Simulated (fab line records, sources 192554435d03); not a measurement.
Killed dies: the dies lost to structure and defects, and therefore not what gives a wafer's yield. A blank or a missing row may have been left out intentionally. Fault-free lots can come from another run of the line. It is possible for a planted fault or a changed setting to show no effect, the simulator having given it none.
A lot that was struck, set against a sound lot / flow n5Finfet / 36 steps out of a route of 1938
Sound: these wafers, L303.1, L303.2, L303.3. Wafers L302.2, L302.3, L302.5 were the ones struck. At the end, the cause is stated.
Each step with rows lists, per side, the tool, then ch with its chambers, then its first start. Under that, the readings that differ: sound wafers / struck wafers / difference of the means / sigmas: that difference in standard deviations of wafers without a fault.
alike: a reading whose means differ by less than 2 such deviations, as well as words and numbers matching on both sides. not compared: withheld readings; readings where some wafer has no value; bounds like >300 that might hide an equal value; numbers whose values overlap and for which the record gives no deviation.
The two part at a step that has a row with sigmas, a row that says differs or no value, or rows on one side only. Numbers that have no deviation but don't overlap get no sigmas and don't part them. Lack of a reading on every wafer of one side parts them only where that side has two or more wafers.

first, 9 steps without rows for these wafers: N5_BEOL_M4_ANNEAL_95 (time 240 s); N5_BEOL_M4_SPUTTER_96 (material Cu, target thk 4.5 nm, time 8.29 s); N5_BEOL_M4_ECD_50 (material Cu, target thk 300 nm); N5_BEOL_M4_ANNEAL_51 (time 90 s); N5_BEOL_M4_CMP_52 (polishes, stops on SiOC, t overpolish 6.8 s, target thk 40 nm); N5_BEOL_M4_PRE_CLEAN_60 (time 15 s); N5_BEOL_M4_CO_CAP_55 (material Co, precursor CCTBA/H2, target thk 2 nm, time 102.1 s); N5_BEOL_M4_PRE_CLEAN_56 (time 15 s); N5_BEOL_M4_DEP_57 (deposits SiCN from 3MS/NH3, target thk 8 nm, time 14 s).
N5_BEOL_M4_RC_MEAS_101:
  sound on prober-01 ch 0, day 12 11:40; struck on prober-02 ch 0, day 13 03:19
reading=VT_P (mV); sound=-245 -248 -244; struck=-252 -253 -252; difference=-7; sigmas=-2
  alike: DIBL_N, DIBL_P, IOFF_N, IOFF_P, ION_N, ION_P, SS_N, SS_P, VT_N
then, 24 steps without rows for these wafers: N5_BEOL_M5_ILD_DEP_00 (deposits SiCOH lowk from DEMS/porogen, target thk 140.64 nm, time 25.9 s); N5_BEOL_M5_CURE_79 (cures SiCOH lowk, time 240 s); N5_BEOL_M5_PECVD_70 (deposits SiO2 from TEOS/O2, target thk 16 nm, time 18 s); N5_BEOL_M5_HM_DEP_02 (deposits TiN, target thk 20 nm); N5_BEOL_M5_COAT_59 (time 60 s, resist thk 60 nm); N5_BEOL_M5_COAT_60 (time 60 s, resist thk 12 nm); N5_BEOL_M5_COAT_71 (time 60 s, resist thk 5 nm); N5_BEOL_M5_COAT_05 (resist thk 30 nm); N5_BEOL_M5_EBR_07; N5_BEOL_M5_SOFTBAKE_06 (time 60 s); N5_BEOL_M5_EXPOSE_08 (exposes mask M5, target cd 28 nm); N5_BEOL_M5_PEB_09 (peb time 60 s); N5_BEOL_M5_DEVELOP_10 (develop time 30 s); N5_BEOL_M5_DESCUM_16 (chemistry O2, time 7 s); N5_BEOL_M5_ETCH_72 (etches underlayer in N2/H2, target depth 6.5 nm, time 5.2 s); N5_BEOL_M5_ETCH_61 (etches SiARC in CF4, target depth 15.6 nm, time 26 s); N5_BEOL_M5_ETCH_62 (etches SOC in N2/H2, target depth 75 nm, overetch 15 nm, time 112.5 s); N5_BEOL_M5_STRIP_63 (strips in N2/H2); N5_BEOL_M5_STRIP_73 (strips in N2/H2); N5_BEOL_M5_STRIP_64 (strips in CF4); N5_BEOL_M5_HM_OPEN_17 (chemistry Cl2/BCl3, target TiN, target depth 20 nm, overetch 6 nm); N5_BEOL_M5_STRIP_19 (strips in O2); N5_BEOL_M5_COAT_65 (time 60 s, resist thk 60 nm); N5_BEOL_M5_COAT_66 (time 60 s, resist thk 12 nm).
-- a jump in the record: the struck wafers' starts before and after are 4 days apart (it breaks off in module BEOL_M5 and resumes in module BEOL_M14, where the first step shown is number 1732 of the route) --
N5_BEOL_M14_STRIP_63: strips in O2.
  sound on rieDiel-04 ch 0,1,3, day 16 01:00; struck on rieDiel-01 ch 1,2,3, day 16 22:00
  no value came back on the struck wafers for any of 8 readings (biasPowerW (W), chamberPressureMTorr (mTorr) and others); on the sound wafers biasPowerW (W) reads 0 0 0
reading=model.coat_of_BEOL_M14_COAT_04.thkNm (nm); sound=0 0 0; struck=457.8 453.6 451.2; difference=+454.2; sigmas=
N5_PASSIVATION_PROBE_49:
  sound on prober-02, day 17 06:30; struck on prober-02, day 18 01:58
  alike: defectLimitedYield, killed_at_M0_to_M3, killed_at_M4_up, killedAtContacts, killedAtFrontEnd, killedAtOther, killedDies, killedOpen, killedShort, sort_bin_5_function, sort_bin_6_memory, sortNPass, sortYieldPct

## WHERE THEY PART
First at N5_BEOL_M4_RC_MEAS_101; last, within this record, at N5_BEOL_M14_STRIP_63. Later steps at which nothing parts them and some readings are alike: N5_PASSIVATION_PROBE_49.

WHY: what the simulator had put in
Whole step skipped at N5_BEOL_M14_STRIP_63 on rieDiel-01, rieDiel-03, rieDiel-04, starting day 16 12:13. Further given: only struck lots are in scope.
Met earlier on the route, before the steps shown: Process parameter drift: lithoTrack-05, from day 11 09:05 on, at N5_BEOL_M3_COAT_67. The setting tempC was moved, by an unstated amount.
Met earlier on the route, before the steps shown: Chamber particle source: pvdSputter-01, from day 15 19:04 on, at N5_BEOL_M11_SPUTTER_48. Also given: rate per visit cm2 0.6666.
